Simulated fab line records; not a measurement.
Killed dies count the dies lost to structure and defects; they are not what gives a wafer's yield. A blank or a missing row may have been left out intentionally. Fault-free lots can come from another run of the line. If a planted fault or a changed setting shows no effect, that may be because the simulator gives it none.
fab line records	flow n5Finfet
record lots=10	wafers=27	lastDay=17
route steps=1938 shown FIN_SAQP@152 FIN_CUT@166 BEOL_M4@1111 PASSIVATION@1936
lots untouched by any fault: they come from a run of this same line in which no faults occurred
startH: hours from the record's opening day to when the first of the lot's shown wafers began	waitH: hours elapsed since this lot's preceding step	" identical to the entry in the row above	L1.1+2: several wafers, shown together as one row	- value missing, or start not given	* or withheld: withheld	< > ~ a bound
route shown NAME@n: NAME is a module with steps in the file, n the number in the route of the first one	usual: mean/standard deviation taken from wafers without a fault	same: alike in all rows	chamber/n: place in a boat	sites: per-site readings	_std_site: their standard deviation	_edge_site: mean of outer sites minus mean of inner sites	radiusMm: how far each site lies from the wafer's centre	mask NAME#n: copy n	behind: the last tool/chamber to shape the wafer	hold: the reason the lot was held/the length of the hold in hours/how it ended	device: names the non-switching transistor (n, p or np)	end of line: the same wafers' tests at the end of the route	where a step has no rows: the recipe by itself	killed: at the first sort, the dies lost to defects and structure; wafer yield is something else	map: the dies of a wafer, with x for killed, . for not killed, _ for no die there
set.NAME: the setting as run; set.NAME@STEP: as run at that earlier step	model.NAME: the simulator's own value behind a step, which no gauge read
one table for each step of the route and one row for each wafer, over a sample of lots
services: from which hour (startH, from the record's first day; less than 0 if before it) a tool's chamber was out of use, for how many hours, and why
## steps
# step N5_FIN_SAQP_OCD_MEAS_76
# usual trenchDepthNm=120.1/2.1
lot.wafer	tool	chamber	startH	waitH	trenchDepthNm
L403.1	ocd-01	-	26.59	0.0	121.5
L403.2	"	-	"	"	120.7
L404.2	ocd-01	-	34.70	0.0	118.7
L404.3	"	-	"	"	123.9
L404.6	"	-	"	"	121.1
L405.1	ocd-02	-	38.65	0.0	119.7
L405.3	"	-	"	"	119.8
L406.2	ocd-01	-	44.83	0.0	120.4
L406.3	"	-	"	"	119.7
L406.6	"	-	"	"	120.7
L407.1	ocd-02	-	50.03	0.0	121.5
L407.2	"	-	"	"	117.9
L407.5	"	-	"	"	118.9
L408.1	ocd-02	-	56.39	0.0	121.8
L408.5	"	-	"	"	121.7
L408.6	"	-	"	"	118.4
L415.2	ocd-01	-	100.71	0.0	120.2
L415.4	"	-	"	"	121.6
L415.6	"	-	"	"	118.7
L420.1	ocd-01	-	128.88	0.0	123.1
L420.2	"	-	"	"	120.8
L420.4	"	-	"	"	121.8
L423.2	ocd-01	-	146.04	0.0	118.5
L423.5	"	-	"	"	118.6
L426.1	ocd-02	-	165.10	0.0	119.0
L426.3	"	-	"	"	123.4
L426.4	"	-	"	"	122.3
# step N5_FIN_CUT_DESCUM_13
# recipe chemistry=O2	timeS=7	sourcePowerW=50	biasPowerW=20	pressureMtorr=20	rfFrequencyHz=2.712e+07	tempC=40	resist=CAR-EUV	o2FlowSccm=225
# usual drypumpMotorCurrentA=5.8/0.56	oesProductAu=0.82/0.088	rfVppV=243.5/1.3	showerheadPlenumPTorr=2.12/0.067	tempC=39.98/0.12	throttleValvePct=20.40/0.24
lot.wafer	tool	chamber	startH	waitH	drypumpMotorCurrentA	oesProductAu	rfHoursCounterH	rfVppV	showerheadPlenumPTorr	tempC	throttleValvePct
L403.1	rieDiel-01	3	27.06	0.0	5.2	0.91	18	244.0	2.15	39.65	20.56
L403.2	"	1	"	"	5.5	0.94	23	244.9	2.15	39.96	19.95
L404.2	rieDiel-01	0	35.51	0.3	6.7	0.96	9	245.6	2.23	39.89	20.31
L404.3	"	3	"	"	5.2	0.90	20	243.5	2.15	40.02	20.58
L404.6	"	1	"	"	5.5	0.94	-	244.0	2.15	40.14	19.97
L405.1	rieDiel-04	2	39.23	0.0	6.5	0.78	95	241.5	2.01	39.80	20.63
L405.3	"	3	"	"	5.4	0.70	202	244.1	2.15	40.19	20.25
L406.2	rieDiel-05	2	45.28	0.0	5.2	0.78	131	242.8	2.09	39.78	20.18
L406.3	"	1	"	"	5.7	0.78	113	241.6	2.02	40.00	20.65
L406.6	"	2	"	"	5.2	0.78	-	243.3	2.09	39.75	20.17
L407.1	rieDiel-04	0	50.61	0.0	6.5	0.72	192	244.7	2.15	40.08	20.46
L407.2	"	1	"	"	5.6	0.82	76	243.8	2.13	39.96	20.43
L407.5	"	2	"	"	6.4	0.77	-	242.1	2.01	39.90	20.63
L408.1	rieDiel-01	2	57.21	0.3	5.3	0.68	235	241.8	2.06	40.12	20.64
L408.5	"	1	"	"	5.5	0.93	-	244.0	2.14	39.72	19.97
L408.6	"	0	"	"	6.7	0.94	-	245.4	2.23	39.95	20.33
L415.2	rieDiel-01	1	101.29	0.0	5.5	0.91	45	244.1	2.14	40.06	20.01
L415.4	"	3	"	"	5.2	0.87	39	242.4	2.14	40.06	20.61
L415.6	"	0	"	"	6.7	0.91	-	247.9	2.23	40.03	20.35
L420.1	rieDiel-05	1	129.46	0.0	5.8	0.75	136	241.3	2.01	40.03	20.67
L420.2	"	0	"	"	5.7	0.81	86	245.4	2.20	39.94	20.13
L420.4	"	2	"	"	5.2	0.76	157	244.2	2.08	40.10	20.23
L423.2	rieDiel-04	3	146.50	0.0	5.4	0.69	233	244.3	2.13	39.88	20.28
L423.5	"	0	"	"	6.5	0.71	-	243.1	2.14	39.91	20.49
L426.1	rieDiel-05	3	165.68	0.0	6.3	0.81	94	243.3	2.11	40.05	20.77
L426.3	"	0	"	"	5.7	0.80	98	243.8	2.20	39.97	20.15
L426.4	"	2	"	"	5.2	0.75	167	242.7	2.08	39.98	20.24
# step N5_FIN_CUT_STRIP_24
# recipe chemistry=CF4	resist=SiARC	powerW=300	biasPowerW=75	pressureMtorr=50	cf4FlowSccm=150	rfFrequencyHz=6e+07
# usual drypumpMotorCurrentA=5.8/0.56	oesProductAu=0.80/0.079	rfVppV=271.8/1.4	showerheadPlenumPTorr=1.81/0.055	throttleValvePct=13.50/0.25
lot.wafer	tool	chamber	startH	waitH	drypumpMotorCurrentA	oesProductAu	rfHoursCounterH	rfVppV	showerheadPlenumPTorr	throttleValvePct
L403.1	rieDiel-01	3	27.48	0.0	5.2	0.88	18	271.1	1.82	13.49
L403.2	"	1	"	"	5.5	0.92	23	270.8	1.83	13.04
L404.2	rieDiel-01	0	35.93	0.0	6.7	0.93	9	273.3	1.90	13.29
L404.3	"	3	"	"	5.2	0.88	21	273.1	1.82	13.50
L404.6	"	1	"	"	5.5	0.91	-	272.4	1.83	13.03
L405.1	rieDiel-04	2	39.65	0.0	6.5	0.78	95	268.8	1.74	13.76
L405.3	"	3	"	"	5.4	0.72	202	273.4	1.86	13.55
L406.2	rieDiel-05	2	45.70	0.0	5.2	0.76	131	270.9	1.81	13.40
L406.3	"	1	"	"	5.8	0.78	113	270.4	1.72	13.63
L406.6	"	2	"	"	5.2	0.76	-	272.6	1.81	13.39
L407.1	rieDiel-04	0	51.03	0.0	6.5	0.72	192	271.5	1.85	13.72
L407.2	"	1	"	"	5.5	0.80	76	270.7	1.81	13.39
L407.5	"	2	"	"	6.4	0.77	-	271.7	1.74	13.76
L408.1	rieDiel-01	2	57.62	0.0	5.4	0.67	235	272.0	1.75	13.80
L408.5	"	1	"	"	5.5	0.91	-	269.2	1.83	13.07
L408.6	"	0	"	"	6.7	0.92	-	274.3	1.89	13.30
L415.2	rieDiel-01	1	101.70	0.0	5.5	0.88	45	272.5	1.82	13.08
L415.4	"	3	"	"	5.2	0.85	39	271.5	1.81	13.54
L415.6	"	0	"	"	6.7	0.89	-	274.1	1.89	13.34
L420.1	rieDiel-05	1	129.87	0.0	5.8	0.75	137	269.8	1.72	13.70
L420.2	"	0	"	"	5.7	0.79	86	273.0	1.91	13.37
L420.4	"	2	"	"	5.2	0.74	158	270.8	1.80	13.46
L423.2	rieDiel-04	3	146.92	0.0	5.4	0.69	233	271.1	1.85	13.62
L423.5	"	0	"	"	6.5	0.70	-	272.3	1.84	13.80
L426.1	rieDiel-05	3	166.10	0.0	6.3	0.81	94	271.3	1.82	13.92
L426.3	"	0	"	"	5.7	0.78	98	272.3	1.90	13.40
L426.4	"	2	"	"	5.1	0.74	168	270.5	1.80	13.46
# step N5_FIN_CUT_CUT_ETCH_28
# recipe chemistry=HBr/Cl2/O2	target=Si	targetDepthA=60	maskMaterial=SOC	timeS=2.4	ionEnergyEv=*	biasW=*	pressureMtorr=10	icpW=800	HBr_flow_sccm=150	Cl2_flow_sccm=80	O2_flow_sccm=12
# usual drypumpMotorCurrentA=5.5/0.4	oesProductAu=1.001/0.012	throttleValvePct=37.3/0.36
lot.wafer	tool	chamber	startH	waitH	drypumpMotorCurrentA	oesProductAu	rfHoursCounterH	throttleValvePct
L403.1	rieSi-05	2	27.74	0.0	5.2	0.989	43	37.7
L403.2	"	3	"	"	5.7	1.004	4	37.6
L404.2	rieSi-01	2	36.26	0.0	6.0	0.997	0	37.7
L404.3	"	0	"	"	5.6	0.976	79	37.2
L404.6	"	2	"	"	6.0	0.998	-	37.7
L405.1	rieSi-03	3	39.98	0.0	5.5	1.008	148	37.1
L405.3	"	1	"	"	5.3	0.999	121	37.0
L406.2	rieSi-03	2	45.97	0.0	5.5	1.032	7	37.8
L406.3	"	3	"	"	5.5	1.004	148	37.1
L406.6	"	2	"	"	5.5	1.020	-	37.8
L407.1	rieSi-03	1	51.30	0.0	5.3	0.991	121	37.0
L407.2	"	2	"	"	5.5	1.019	7	37.8
L407.5	"	0	"	"	5.0	1.007	-	36.5
L408.1	rieSi-03	0	57.96	0.0	5.1	1.001	4	36.5
L408.5	"	2	"	"	5.5	1.015	-	37.8
L408.6	"	3	"	"	5.5	1.007	-	37.1
L415.2	rieSi-01	1	101.98	0.0	5.8	1.008	184	37.3
L415.4	"	0	"	"	5.6	0.983	80	37.2
L415.6	"	0	"	"	5.6	0.993	-	37.2
L420.1	rieSi-05	1	130.14	0.0	6.2	1.007	95	37.3
L420.2	"	3	"	"	5.6	1.006	5	37.6
L420.4	"	2	"	"	5.2	0.976	45	37.7
L423.2	rieSi-05	0	147.18	0.0	5.0	0.983	87	37.3
L423.5	"	0	"	"	5.0	0.984	-	37.3
L426.1	rieSi-03	0	166.37	0.0	5.0	0.998	6	36.5
L426.3	"	3	"	"	5.6	1.006	150	37.1
L426.4	"	1	"	"	5.3	1.000	123	37.0
# step N5_FIN_CUT_INSPECT_17
# recipe inspectInstrument=brightfield	mode=aei
# usual rawDefectCount=225/76
lot.wafer	tool	chamber	startH	waitH	rawDefectCount
L403.1	defectInspect-01	-	27.98	0.0	192
L403.2	"	-	"	"	268
L404.2	defectInspect-02	-	36.48	0.0	281
L404.3	"	-	"	"	260
L404.6	"	-	"	"	182
L405.1	defectInspect-01	-	40.29	0.0	127
L405.3	"	-	"	"	223
L406.2	defectInspect-02	-	46.19	0.0	194
L406.3	"	-	"	"	189
L406.6	"	-	"	"	213
L407.1	defectInspect-02	-	51.53	0.0	272
L407.2	"	-	"	"	184
L407.5	"	-	"	"	138
L408.1	defectInspect-01	-	58.19	0.0	206
L408.5	"	-	"	"	236
L408.6	"	-	"	"	274
L415.2	defectInspect-02	-	102.21	0.0	475
L415.4	"	-	"	"	178
L415.6	"	-	"	"	182
L420.1	defectInspect-02	-	130.37	0.0	221
L420.2	"	-	"	"	259
L420.4	"	-	"	"	220
L423.2	defectInspect-01	-	147.41	0.0	232
L423.5	"	-	"	"	328
L426.1	defectInspect-02	-	166.64	0.0	146
L426.3	"	-	"	"	268
L426.4	"	-	"	"	102
# step N5_BEOL_M4_RC_MEAS_101
# usual DIBL_N=36.3/1.6	DIBL_P=36.2/2	IOFF_N=0.160/0.028	IOFF_P=0.21/0.036	ION_N=677/11	ION_P=465/6.9	SS_N=71.5/0.55	SS_P=73.3/0.64	VT_N=250/3	VT_P=-250/3.5
lot.wafer	tool	chamber	startH	waitH	DIBL_N[mV/V]	DIBL_P[mV/V]	IOFF_N[nA/um]	IOFF_P[nA/um]	ION_N[uA/um]	ION_P[uA/um]	SS_N[mV/dec]	SS_P[mV/dec]	VT_N[mV]	VT_P[mV]
L403.1	prober-01	0	164.88	0.0	40.7	40.5	0.246	0.30	688	472	71.9	73.7	243	-246
L403.2	"	0	"	"	39.1	38.7	0.186	0.25	671	466	72.2	74.2	247	-248
L404.2	prober-02	0	168.04	0.2	35.3	35.1	0.145	0.20	682	464	70.8	72.4	250	-248
L404.3	"	0	"	"	36.1	35.6	0.159	0.21	679	471	70.7	72.5	248	-247
L404.6	"	0	"	"	36.5	36.0	0.167	0.22	675	462	70.7	72.9	249	-251
L405.1	prober-01	0	172.22	0.0	32.7	32.0	0.112	0.15	668	454	70.4	72.0	253	-257
L405.3	"	0	"	"	35.3	35.6	0.149	0.19	671	462	71.5	72.9	249	-253
L406.2	prober-01	0	193.52	0.2	37.0	35.5	0.146	0.23	678	464	71.7	72.9	249	-247
L406.3	"	0	"	"	38.2	37.4	0.175	0.26	678	474	71.3	73.4	247	-245
L406.6	"	0	"	"	39.1	37.2	0.185	0.27	683	467	72.3	73.3	247	-243
L407.1	prober-01	0	200.16	0.0	33.3	33.7	0.114	0.15	660	456	70.6	72.6	256	-255
L407.2	"	0	"	"	34.5	34.8	0.136	0.17	679	470	70.5	72.8	255	-252
L407.5	"	0	"	"	34.5	33.9	0.139	0.16	669	457	71.2	73.1	252	-254
L408.1	prober-02	0	202.72	0.0	37.8	37.0	0.155	0.22	679	473	71.5	73.6	251	-249
L408.5	"	0	"	"	38.3	36.7	0.152	0.22	662	469	71.8	73.4	253	-248
L408.6	"	0	"	"	40.5	40.7	0.222	0.30	699	477	72.4	74.5	246	-244
L415.2	prober-02	0	240.42	0.2	37.0	34.4	0.143	0.18	663	460	71.6	73.0	253	-253
L415.4	"	0	"	"	35.0	33.2	0.127	0.17	668	463	70.7	72.5	253	-256
L415.6	"	0	"	"	35.2	32.7	0.130	0.16	673	459	71.0	72.9	254	-257
L420.1	prober-02	0	276.75	0.0	34.3	35.0	0.128	0.18	662	465	71.2	72.5	253	-251
L420.2	"	0	"	"	33.1	34.0	0.112	0.17	660	458	71.3	72.6	255	-252
L420.4	"	0	"	"	35.6	37.1	0.155	0.21	689	472	71.4	73.0	249	-252
L423.2	prober-01	0	300.23	0.2	33.4	31.5	0.118	0.16	669	455	71.0	72.4	252	-255
L423.5	"	0	"	"	32.2	30.3	0.107	0.15	668	461	69.9	72.7	255	-254
L426.1	prober-02	0	309.49	0.0	36.5	36.4	0.155	0.19	671	453	72.0	73.5	250	-254
L426.3	"	0	"	"	35.6	35.2	0.144	0.16	678	456	71.4	73.4	251	-257
L426.4	"	0	"	"	36.0	35.8	0.139	0.17	670	452	71.6	73.5	249	-253
# step N5_PASSIVATION_PROBE_49
# usual defectLimitedYield=91.2/1.5	killed_at_M0_to_M3=36/10	killed_at_M4_up=13/6	killedAtContacts=11/5.2	killedAtFrontEnd=40/11	killedAtOther=3.1/2.9	killedDies=104/17	killedOnRim=14/3.6	killedOpen=66/12	killedShort=34/7.7	sort_bin_5_function=5.1/0.91	sort_bin_6_memory=3.2/0.67	sortNPass=1076/17	sortYieldPct=91.2/1.5
# same grossDies=1180	killedAtBackSide=0	sort_bin_4_leakage[%]=0	sort_bin_8_speed[%]=0
lot.wafer	tool	chamber	startH	waitH	defectLimitedYield[%]	killed_at_M0_to_M3	killed_at_M4_up	killedAtContacts	killedAtFrontEnd	killedAtOther	killedDies	killedOnRim	killedOpen	killedShort	sort_bin_5_function[%]	sort_bin_6_memory[%]	sortNPass	sortYieldPct[%]
L415.2	prober-02	-	349.36	0.1	84.3	43	21	11	105	5	185	32	84	46	9.7	5.0	995	84.3
L415.4	prober-02	-	349.46	0.2	92.1	39	11	5	36	2	93	15	57	30	4.4	2.9	1087	92.1
L415.6	prober-02	-	349.56	0.3	90.7	37	12	11	44	6	110	21	64	43	6.4	2.5	1070	90.7
# killed by level:class
L415.2 FIN_CUT:unspecified=52 BEOL_M0_SAQP:geometricParticle:open=14 FIN_SAQP:geometricParticle:short=12 FIN_SAQP:geometricParticle:open=12 STI_FIN_REVEAL:geometricParticle:open=10 MOL_CONTACT_COAG:geometricParticle:open=9 BEOL_M0_SAQP:geometricParticle:short=9 BEOL_M4:geometricParticle:open=8
L415.4 BEOL_M0_SAQP:geometricParticle:short=9 STI_FIN_REVEAL:geometricParticle:open=8 BEOL_M3:geometricParticle:open=7 FIN_SAQP:geometricParticle:short=6 BEOL_M0_SAQP:geometricParticle:open=6 BEOL_M1:geometricParticle:open=6 FIN_SAQP:geometricParticle:open=5 BEOL_M2:geometricParticle:open=5
L415.6 FIN_SAQP:geometricParticle:open=11 FIN_SAQP:geometricParticle:short=11 BEOL_M2:geometricParticle:open=11 MOL_CONTACT_COAG:geometricParticle:open=10 BEOL_M0_SAQP:geometricParticle:short=8 BEOL_M3:geometricParticle:open=7 GATE_CUT:geometricParticle:short=6 MIM_TOP:geometricParticle:short=6
## services
tool	chamber	startH	hours	kind
rieDiel-01	0	5.88	2.0	repair
rieSi-01	2	19.34	-	clean
rieSi-01	2	19.34	-	consumableReplace:focusRing
rieSi-01	2	19.34	13.0	scheduledDown
rieSi-01	2	19.34	13.0	ventCycle
rieDiel-05	1	95.99	7.9	repair
rieDiel-01	2	104.60	-	clean
rieDiel-01	2	104.60	-	consumableReplace:focusRing
rieDiel-01	2	104.60	26.7	scheduledDown
rieDiel-01	2	104.60	26.7	ventCycle
rieDiel-01	3	108.65	45.3	repair
rieDiel-05	0	121.56	1.7	repair
## key
firstSign step=N5_FIN_CUT_INSPECT_17	reading=rawDefectCount	direction=up	sigmas=3.3	usual=225	struck=475
effect step=N5_PASSIVATION_PROBE_49	reading=killedAtFrontEnd	direction=up	sigmas=5.9	usual=40	struck=105
moreKillsBornAt N5_FIN_CUT_STRIP_24@rieDiel-01=52
metAt N5_FIN_CUT_STRIP_24
struckLots L415
struckWafers L415.2
notActingAt N5_FIN_SAQP_OCD_MEAS_76,N5_FIN_CUT_DESCUM_13,N5_FIN_CUT_CUT_ETCH_28
onsetBetween 57.62 101.70
fault kind=chamberParticleSource	tool=rieDiel-01	chamber=1	onsetH=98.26	steps=N5_FIN_CUT_STRIP_24	ratePerVisitCm2=0.4673	endH=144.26
